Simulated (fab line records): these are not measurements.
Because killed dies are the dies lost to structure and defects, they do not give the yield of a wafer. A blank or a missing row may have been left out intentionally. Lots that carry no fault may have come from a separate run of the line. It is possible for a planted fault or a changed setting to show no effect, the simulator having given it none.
A lot that was struck, set against a sound lot | flow nandHarc | 26 steps out of a route of 1159
Sound: these wafers, L919.2, L919.3, L919.4. Struck: wafers L923.3, L923.4, L923.5. Last of all comes the cause.
For every step that has rows: the tool of each side, followed by ch and its chambers, followed by its first start. Under that, the readings that differ: sound wafers | struck wafers | difference of the means | sigmas: that difference in standard deviations of wafers without a fault.
alike: same words and numbers on both sides, and readings whose means sit less than 2 such deviations apart. not compared: any withheld reading, any reading some wafer has no value for, any bound like >300 that may hide the same value, and any number with overlapping values for which the record gives no deviation.
A row with sigmas, a row that says differs or no value, or rows on one side alone: a step with any of these is where the two part. Numbers that have no deviation but don't overlap get no sigmas and don't part them. A reading missing from all wafers of one side parts the sides only when that side holds two or more wafers.

first, 4 steps without rows for these wafers: NHARC_A_SGD_CUT_PRECLEAN_18 (cleans in SC1); NHARC_A_SGD_CUT_SRD_19; NHARC_A_SGD_CUT_DEP_20 (deposits SiO2, target thk 150 nm); NHARC_A_SGD_CUT_ANNEAL_27 (time 1800 s).
NHARC_A_SGD_CUT_CMP_21: polishes, target thk 148.19 nm.
  sound on cmp-03 ch 0,1,2, day 14 17:42; struck on cmp-04 ch 2,3, day 15 02:49
  alike: motorCurrentA, timeToEndpointS
NHARC_A_SGD_CUT_THK_MEAS_22: measures by ellipsometry.
  sound on filmMetro-02, day 14 17:58; struck on filmMetro-02, day 15 03:04
  alike: thkNm
then, 2 steps without rows for these wafers: NHARC_A_SGD_CUT_SRD_23; NHARC_A_SGD_CUT_ETCH_26 (etches SiO2 in dHF, target depth 45.8 nm).
NHARC_A_SGD_CUT_ETCHBACK_24: etches the open film in CH3F/O2, target depth 50 nm, time 92.857 s.
  sound on rieDiel-05 ch 0,1,3, day 14 18:11; struck on rieDiel-05 ch 0,1,3, day 15 03:19
reading             | sound          | struck         | difference | sigmas
oesProductAu (a.u.) | 0.93 0.93 0.94 | 1.00 1.00 1.01 | +0.07      | +2
  alike: drypumpMotorCurrentA, rfVppV, showerheadPlenumPTorr, throttleValvePct
  not compared: rfHoursCounterH
NHARC_A_SGD_CUT_STRIP_28: strips in O2, time 20 s.
  sound on rieDiel-05 ch 1,2,3; struck on rieDiel-05 ch 1,3
  alike: drypumpMotorCurrentA, oesProductAu, rfVppV, showerheadPlenumPTorr, throttleValvePct
  not compared: rfHoursCounterH
NHARC_A_SGD_CUT_INSPECT_25:
  sound on defectInspect-02, day 14 18:26; struck on defectInspect-02, day 15 03:32
  alike: rawDefectCount
NHARC_A_SLIT_DEP_25: deposits SiO2, target thk 200 nm.
  sound on pecvd-02 ch 0,1, day 14 18:43; struck on pecvd-03 ch 1,2, day 15 03:40
  alike: heaterPowerW, throttleValvePct
NHARC_A_SLIT_DEP_00: deposits aC, target thk 3200 nm.
  sound on aclDep-02 ch 0, day 14 20:41; struck on aclDep-03 ch 0, day 15 04:40
  alike: throttleValvePct
NHARC_A_SLIT_DEP_23: deposits SiON, target thk 100 nm.
  sound on pecvd-03 ch 0,2, day 14 22:33; struck on pecvd-03 ch 0,1,2, day 15 06:03
  alike: heaterPowerW
then, 8 steps without rows for these wafers: NHARC_A_SLIT_DEHYDRATE_01 (time 120 s); NHARC_A_SLIT_HMDS_02 (time 30 s); NHARC_A_SLIT_COAT_03 (resist thk 90 nm); NHARC_A_SLIT_SOFTBAKE_04 (time 55 s); NHARC_A_SLIT_EBR_05; NHARC_A_SLIT_EXPOSE_06 (exposes mask SLIT); NHARC_A_SLIT_PEB_07 (peb time 65 s); NHARC_A_SLIT_DEVELOP_08 (develop time 35 s).
NHARC_A_SLIT_CD_MEAS_09 targets a cd of 300 nm.
  sound on cdSem-02 ch 0, day 14 23:07; struck on cdSem-02 ch 0, day 15 06:40
  alike: cdNm
NHARC_A_SLIT_OVL_MEAS_10:
  sound on overlay-01, day 14 23:12; struck on overlay-02, day 15 06:46
  alike: overlayXNm, overlayYNm
NHARC_A_SLIT_INSPECT_11:
  sound on defectInspect-01, day 14 23:14; struck on defectInspect-02, day 15 06:58
reading        | sound    | struck      | difference | sigmas
rawDefectCount | 21 32 19 | 659 678 621 | +629       | +63
  not compared: hold
NHARC_END_SORT_01:
  the record has rows for the sound wafers here (prober-02 ch 0, day 20 18:47) and none for the struck ones

== WHERE THEY PART ==
Last at NHARC_END_SORT_01 as far as this record goes, first at NHARC_A_SGD_CUT_ETCHBACK_24.

WHY: the cause the simulator had injected
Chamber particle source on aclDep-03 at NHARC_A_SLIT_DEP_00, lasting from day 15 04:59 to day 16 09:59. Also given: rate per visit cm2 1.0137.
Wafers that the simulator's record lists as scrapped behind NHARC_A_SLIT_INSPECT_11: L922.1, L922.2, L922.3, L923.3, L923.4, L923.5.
